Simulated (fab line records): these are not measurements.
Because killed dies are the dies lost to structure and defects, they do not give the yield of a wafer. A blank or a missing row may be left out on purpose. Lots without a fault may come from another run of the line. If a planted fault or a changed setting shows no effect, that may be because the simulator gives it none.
Split-lot study + flow n5 finfet + 21 wafers read across 7 lots, on a route 1938 steps long

== THE SPLIT ITSELF ==
At N5_BEOL_M10_DEP_56 (deposits SiCN from 3MS/NH3, target thk 15 nm, time 26.5 s), the setting time s was moved away from the recipe's 26.5 s on 7 of the 21 wafers read, by -7.1% to +14.6%. All remaining wafers had this setting at the recipe value.

Reading taken at the split's own step.

== THE READING ==
SiCN_of_BEOL_M10_DEP_56.thk nm (the simulator's own value, which no gauge read), in nm, at N5_BEOL_M10_DEP_56 (deposits SiCN from 3MS/NH3, target thk 15 nm, time 26.5 s). No usual value for it is given in the file. The 14 wafers here that ran the recipe average 14.9 nm, standard deviation 0.22 nm.

| wafer  | tool, chamber at the split | time s as run, s | against the recipe | SiCN_of_BEOL_M10_DEP_56.thk nm, nm | against lot-mates on the recipe |
|--------|----------------------------|------------------|--------------------|------------------------------------|---------------------------------|
| L074.3 | pecvd-02, 2                | 26.5             | recipe             | 14.6                               | -                               |
| L074.5 | pecvd-02, 2                | 24.61            | -7.1%              | 13.6                               | -1.0                            |
| L074.6 | pecvd-02, 0                | 24.61            | -7.1%              | 14                                 | -0.6                            |
| L078.2 | pecvd-04, 0                | 26.5             | recipe             | 15                                 | -                               |
| L078.5 | pecvd-04, 0                | 26.5             | recipe             | 15                                 | -                               |
| L078.6 | pecvd-04, 1                | 26.5             | recipe             | 14.6                               | -                               |
| L079.1 | pecvd-01, 2                | 26.5             | recipe             | 15                                 | -                               |
| L079.2 | pecvd-01, 0                | 24.77            | -6.5%              | 13.8                               | -1.0                            |
| L079.3 | pecvd-01, 1                | 26.5             | recipe             | 14.6                               | -                               |
| L085.1 | pecvd-02, 2                | 30.37            | +14.6%             | 16.8                               | +1.4                            |
| L085.3 | pecvd-02, 1                | 30.37            | +14.6%             | 17                                 | +1.6                            |
| L085.6 | pecvd-02, 0                | 26.5             | recipe             | 15.4                               | -                               |
| L096.2 | pecvd-02, 1                | 28.11            | +6.1%              | 15.4                               | +0.2                            |
| L096.3 | pecvd-02, 2                | 28.11            | +6.1%              | 15.6                               | +0.4                            |
| L096.6 | pecvd-02, 0                | 26.5             | recipe             | 15.2                               | -                               |
| L094.4 | pecvd-02, 0,2,0            | 26.5             | recipe             | 15                                 | -                               |
| L094.5 | pecvd-02, 0,2,0            | 26.5             | recipe             | 15                                 | -                               |
| L094.6 | pecvd-02, 0,2,0            | 26.5             | recipe             | 15                                 | -                               |
| L097.2 | pecvd-02, 2                | 26.5             | recipe             | 14.8                               | -                               |
| L097.3 | pecvd-02, 2,0              | 26.5             | recipe             | 15                                 | -                               |
| L097.4 | pecvd-02, 2,0              | 26.5             | recipe             | 15                                 | -                               |
When a row names more than one chamber, that row covers several wafers, and the file does not tell which wafer ran in which chamber.

THE FIT
A straight line over all 21 wafers: SiCN_of_BEOL_M10_DEP_56.thk nm changes by +0.138 nm for each +1% of time s; r = +0.96; the points scatter about the line by 0.23 nm.
The same after taking each lot's own level away (the mean of its wafers on the recipe; 21 wafers): +0.103 nm for each +1%; r = +0.96; scatter 0.18 nm.
On that fit, the largest move of time s shifts the reading by 1.5 nm.
The span of the lots' own levels, 14.60 to 15.40 nm, comes to 3.6 times the standard deviation stated above.
Hence the slope depends on the lot-to-lot level, as the two fits are not the same.
Check: for one of the wafers moved furthest among these (+14.6%), held out of the fit, the line's prediction against its lot-mates is +1.48 nm. Against them it came out at +1.4 nm.

== ADDITIONAL SPLITS CARRIED BY THESE WAFERS ==
Note: prior to the reading, these wafers also went through further splits. Each is held against what the fit with the lots' levels taken away leaves over:
| other split on the same wafers   | wafers away from the commonest value | r with SiCN_of_BEOL_M10_DEP_56.thk nm (lot level and that fit taken away) |
|----------------------------------|--------------------------------------|---------------------------------------------------------------------------|
| N5_BEOL_M5_VIA_ETCH_34 bias w    | 6                                    | -0.05                                                                     |
| N5_BEOL_M5_TRENCH_ETCH_37 time s | 9                                    | -0.04                                                                     |
| N5_BEOL_M6_DESCUM_33 time s      | 11                                   | +0.35                                                                     |
| N5_BEOL_M7_DESCUM_33 time s      | 5                                    | -0.27                                                                     |
| N5_BEOL_M8_ILD_DEP_00 time s     | 9                                    | +0.03                                                                     |
| N5_BEOL_M8_PECVD_70 temp c       | 10                                   | -0.11                                                                     |
| N5_BEOL_M9_ETCH_66 time s        | 12                                   | -0.39                                                                     |
| N5_BEOL_M9_TRENCH_ETCH_37 bias w | 6                                    | -0.12                                                                     |

== FILE'S OWN FIT ==
SiCN_of_BEOL_M10_DEP_56.thk nm changes by +0.105 nm for each +1% of time s, r = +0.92.
